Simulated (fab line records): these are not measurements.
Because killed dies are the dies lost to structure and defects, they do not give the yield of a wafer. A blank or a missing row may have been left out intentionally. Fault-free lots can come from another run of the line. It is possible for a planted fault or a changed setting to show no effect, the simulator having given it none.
Matching of chambers    flow n5Finfet    N5_MIM_TOP_LITHO_DESCUM_10 on rieDiel-03 has 4 sister chambers
The step chemistry O2, time 7.9 s. 4 wafers are shown with their chamber, then 10 later ones without.

## WAFERS PAIRED WITH THEIR CHAMBERS
wafer   chamber  showerheadPlenumPTorr (Torr)
L080.2  0        2.12
L080.4  3        2.20
L083.5  2        1.99
L084.4  1        2.09

## WAFERS WITH NO CHAMBER GIVEN
wafer   showerheadPlenumPTorr (Torr)
L084.5  1.99
L085.3  1.98
L085.5  2.12
L085.6  2.20
L086.2  2.20
L086.3  1.98
L086.5  2.20
L092.1  1.98
L092.2  2.19
L092.3  2.08

## EACH ONE'S CHAMBER
wafer   from the rows above  in truth
L084.5  2                    2
L085.3  2                    2
L085.5  0                    0
L085.6  3                    3
L086.2  3                    3
L086.3  2                    2
L086.5  3                    3
L092.1  2                    2
L092.2  3                    3
L092.3  1                    1
Correctly placed: 10 of 10. Can't be placed from these rows: 0. Wrongly placed: 0.
How it was worked out, from the rows above alone: a wafer's distance from a chamber is the root of the sum, over the readings, of the square of ((its reading less the chamber's mean) divided by the reading's scatter). The wafer belongs to the nearest chamber; if the next one is less than 2 further off, it can't be placed. Each chamber's mean is taken over the wafers shown for it. The scatter (one wafer shown for each chamber): square how far every hidden wafer sits from the nearest shown wafer, average those squares and take the square root.
